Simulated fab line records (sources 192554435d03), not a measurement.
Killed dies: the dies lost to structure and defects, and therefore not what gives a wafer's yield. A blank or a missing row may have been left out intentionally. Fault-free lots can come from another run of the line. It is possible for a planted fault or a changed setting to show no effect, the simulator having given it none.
What tool caused it? || flow n5_finfet || 30 wafers from 10 lots sampled at 4 of the route's 1938 steps

WHAT THE GAUGES READ, wafer by wafer
N5_BEOL_M10_RS_MEAS_57: the measuring method here is four-point-probe.
{"lot": "L779", "measured": "day 11 01:20", "on": "film_metro-01", "M10_RS (ohm/sq)": "0.148 0.147 0.147"}
{"lot": "L778", "measured": "day 11 01:38", "on": "film_metro-02", "M10_RS (ohm/sq)": "0.157 0.150 0.153"}
{"lot": "L780", "measured": "day 11 09:26", "on": "film_metro-01", "M10_RS (ohm/sq)": "0.146 0.155 0.156"}
{"lot": "L783", "measured": "day 11 15:19", "on": "film_metro-02", "M10_RS (ohm/sq)": "0.154 0.160 0.156"}
{"lot": "L781", "measured": "day 12 08:35", "on": "film_metro-02", "M10_RS (ohm/sq)": "0.144 0.149 0.147"}
{"lot": "L782", "measured": "day 12 11:05", "on": "film_metro-01", "M10_RS (ohm/sq)": "0.153 0.156 0.158"}
{"lot": "L784", "measured": "day 12 23:53", "on": "film_metro-02", "M10_RS (ohm/sq)": "0.154 0.159 0.152"}
{"lot": "L792", "measured": "day 14 19:40", "on": "film_metro-02", "M10_RS (ohm/sq)": "0.155 0.152 0.155"}
{"lot": "L798", "measured": "day 16 00:56", "on": "film_metro-02", "M10_RS (ohm/sq)": "0.152 0.153 0.157"}
{"lot": "L801", "measured": "day 18 11:52", "on": "film_metro-02", "M10_RS (ohm/sq)": "0.152 0.149 0.150"}

WHICH TOOL RAN EACH LOT (tool, then ch and the chambers of the sampled wafers, then the start)
{"lot": "L779", "N5_BEOL_M10_PECVD_70": "pecvd-04 ch 1,2, day 10 19:29", "N5_BEOL_M10_CMP_52": "cmp-01 ch 1,3, day 11 00:54", "N5_BEOL_M10_DEP_56": "pecvd-02 ch 1,2, day 11 01:15"}
{"lot": "L778", "N5_BEOL_M10_PECVD_70": "pecvd-01 ch 0,1,2, day 10 19:44", "N5_BEOL_M10_CMP_52": "cmp-01 ch 0,1,3, day 11 01:17", "N5_BEOL_M10_DEP_56": "pecvd-04 ch 0,2, day 11 01:34"}
{"lot": "L780", "N5_BEOL_M10_PECVD_70": "pecvd-02 ch 0,1, day 11 02:37", "N5_BEOL_M10_CMP_52": "cmp-04 ch 1,2, day 11 09:01", "N5_BEOL_M10_DEP_56": "pecvd-02 ch 0,1,2, day 11 09:22"}
{"lot": "L783", "N5_BEOL_M10_PECVD_70": "pecvd-04 ch 0,1, day 11 05:52", "N5_BEOL_M10_CMP_52": "cmp-02 ch 0,2, day 11 14:55", "N5_BEOL_M10_DEP_56": "pecvd-02 ch 0,1,2, day 11 15:14"}
{"lot": "L781", "N5_BEOL_M10_PECVD_70": "pecvd-01 ch 1,2, day 12 02:02", "N5_BEOL_M10_CMP_52": "cmp-04 ch 1,2,3, day 12 08:11", "N5_BEOL_M10_DEP_56": "pecvd-04 ch 0,2, day 12 08:30"}
{"lot": "L782", "N5_BEOL_M10_PECVD_70": "pecvd-02 ch 0,1,2, day 12 04:41", "N5_BEOL_M10_CMP_52": "cmp-04 ch 1,2,3, day 12 10:42", "N5_BEOL_M10_DEP_56": "pecvd-01 ch 0,1, day 12 11:01"}
{"lot": "L784", "N5_BEOL_M10_PECVD_70": "pecvd-02 ch 0,2, day 12 17:05", "N5_BEOL_M10_CMP_52": "cmp-02 ch 0,1, day 12 23:28", "N5_BEOL_M10_DEP_56": "pecvd-04 ch 1,2, day 12 23:49"}
{"lot": "L792", "N5_BEOL_M10_PECVD_70": "pecvd-04 ch 0,1,2, day 14 12:56", "N5_BEOL_M10_CMP_52": "cmp-02 ch 0,1,3, day 14 19:14", "N5_BEOL_M10_DEP_56": "pecvd-01 ch 0,1, day 14 19:35"}
{"lot": "L798", "N5_BEOL_M10_PECVD_70": "pecvd-01 ch 1,2, day 15 18:44", "N5_BEOL_M10_CMP_52": "cmp-01 ch 1,2, day 16 00:32", "N5_BEOL_M10_DEP_56": "pecvd-01 ch 0,1,2, day 16 00:52"}
{"lot": "L801", "N5_BEOL_M10_PECVD_70": "pecvd-04 ch 0,1,2, day 18 01:57", "N5_BEOL_M10_CMP_52": "cmp-01 ch 0,1,3, day 18 11:26", "N5_BEOL_M10_DEP_56": "pecvd-02 ch 0,1,2, day 18 11:48"}
- N5_BEOL_M10_PECVD_70: deposits SiO2 from TEOS/O2, target thk 20 nm, time 22.7 s.
- N5_BEOL_M10_CMP_52: polishes, stops on SiCOH lowk, t overpolish 7 s, target thk 140 nm.
- N5_BEOL_M10_DEP_56: deposits SiCN from 3MS/NH3, target thk 15 nm, time 26.5 s.

THE ANSWER, worked out from the rows above alone
Rule: the lots themselves supply what counts as usual. Put in order of their means at a reading, lots are off if they are a third of the lots or fewer, leave a main group of 4 or more, and stand apart from it by a gap of 3 or more times the standard deviation of the main group's means; of several such gaps the widest counts. A main group is skipped when, at the precision printed for the reading in the tables above, its means are all equal. Also off: a lot with no number at a reading for which 4 or more lots have one. All remaining lots with rows at the step are treated as sound.
No lot is off on any of the readings shown, so nothing can be concluded from this.

WHAT THE SIMULATOR PUT IN
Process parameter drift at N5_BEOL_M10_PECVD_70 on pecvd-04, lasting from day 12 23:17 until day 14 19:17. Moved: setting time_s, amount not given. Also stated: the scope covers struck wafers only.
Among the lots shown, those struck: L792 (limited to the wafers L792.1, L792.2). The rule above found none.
